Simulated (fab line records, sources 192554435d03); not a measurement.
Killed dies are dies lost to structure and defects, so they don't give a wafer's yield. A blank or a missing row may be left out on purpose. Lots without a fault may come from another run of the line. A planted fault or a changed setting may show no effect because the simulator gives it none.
Which tool did it? | flow n5_finfet | 13 lots, 36 wafers sampled, at 2 steps of a route of 1938

WHAT THE GAUGES READ, wafer by wafer
N5_HKMG_FIN_INSPECT_61: inspects for defects (macro).
lot  | measured    | on                | raw_defect_count
L878 | day 4 03:03 | defect_inspect-01 | 2 2 0
L880 | day 4 11:25 | defect_inspect-02 | 2 0 2
L881 | day 4 17:02 | defect_inspect-01 | 2 2 2
L882 | day 5 05:22 | defect_inspect-01 | 2 5 1
L883 | day 5 11:11 | defect_inspect-02 | 0 0 2
L884 | day 5 14:32 | defect_inspect-01 | 1 4 1
L885 | day 5 18:56 | defect_inspect-02 | 2 1 4
L887 | day 6 03:30 | defect_inspect-01 | 1 2
L891 | day 7 09:40 | defect_inspect-02 | 2
L896 | day 8 09:18 | defect_inspect-02 | 2 1 0
L897 | day 8 19:49 | defect_inspect-01 | 4 2 2
L900 | day 9 12:47 | defect_inspect-01 | 2 2 3
L901 | day 9 20:26 | defect_inspect-02 | 1 0 0

WHICH TOOL RAN EACH LOT (tool, then ch and the chambers of the sampled wafers, then the start)
lot  | N5_HKMG_FIN_ALD_75
L878 | ald_hk-01 ch 1,3, day 4 02:32
L880 | ald_hk-02 ch 0,1,2, day 4 11:01
L881 | ald_hk-03 ch 0,1, day 4 16:31
L882 | ald_hk-03 ch 0,2,3, day 5 04:50
L883 | ald_hk-03 ch 1,2,3, day 5 10:47
L884 | ald_hk-01 ch 0,2,3, day 5 14:09
L885 | ald_hk-03 ch 0,1,2, day 5 18:17
L887 | ald_hk-01 ch 0,1, day 6 02:59
L891 | ald_hk-03 ch 0, day 7 09:16
L896 | ald_hk-03 ch 2,3, day 8 08:47
L897 | ald_hk-01 ch 0,1,3, day 8 19:18
L900 | ald_hk-01 ch 0,1, day 9 12:23
L901 | ald_hk-03 ch 1,2,3, day 9 19:55
- N5_HKMG_FIN_ALD_75: deposits Al2O3, target thk 1 nm, co reactant pulse time 1 s.

WHAT THE TOOLS THEMSELVES READ (means of the sampled wafers that have a number; where no wafer has one, the mark that the record gives instead)
N5_HKMG_FIN_ALD_75.
lot  | tool      | heater_power_w (W) | precursor_pulse_height_rel
L878 | ald_hk-01 | 124                | 0.983
L880 | ald_hk-02 | 148                | 0.984
L881 | ald_hk-03 | 179                | 1.002
L882 | ald_hk-03 | 168                | 1.004
L883 | ald_hk-03 | 173                | 1.010
L884 | ald_hk-01 | 142                | 0.999
L885 | ald_hk-03 | 175                | 1.010
L887 | ald_hk-01 | 132                | 0.974
L891 | ald_hk-03 | 163                | 0.990
L896 | ald_hk-03 | 166                | 0.994
L897 | ald_hk-01 | 131                | 0.997
L900 | ald_hk-01 | 133                | 0.987
L901 | ald_hk-03 | 172                | 0.993

THE ANSWER, worked out from the rows above alone
Rule: what is usual is taken from the lots themselves. Put in order of their means at a reading, lots are off if they are a third of the lots or fewer, leave a main group of 4 or more, and stand apart from it by a gap of 3 or more times the standard deviation of the main group's means; of several such gaps the widest counts. A main group whose means are all the same, to the digits that the tables above print for the reading, isn't used. A lot without any number at a reading at which 4 lots or more have one is off too. The other lots that the step has rows for count as sound. The gauges are gone through in route order, then the tools' own readings, and for those a lot's mean is taken as printed above. The first step at which some lot is off is used, and at that step the reading that is off furthest; a lot without a number counts as furthest.
No lot is off at any reading shown: from this, nothing can be told.

WHAT THE SIMULATOR HAD PUT IN
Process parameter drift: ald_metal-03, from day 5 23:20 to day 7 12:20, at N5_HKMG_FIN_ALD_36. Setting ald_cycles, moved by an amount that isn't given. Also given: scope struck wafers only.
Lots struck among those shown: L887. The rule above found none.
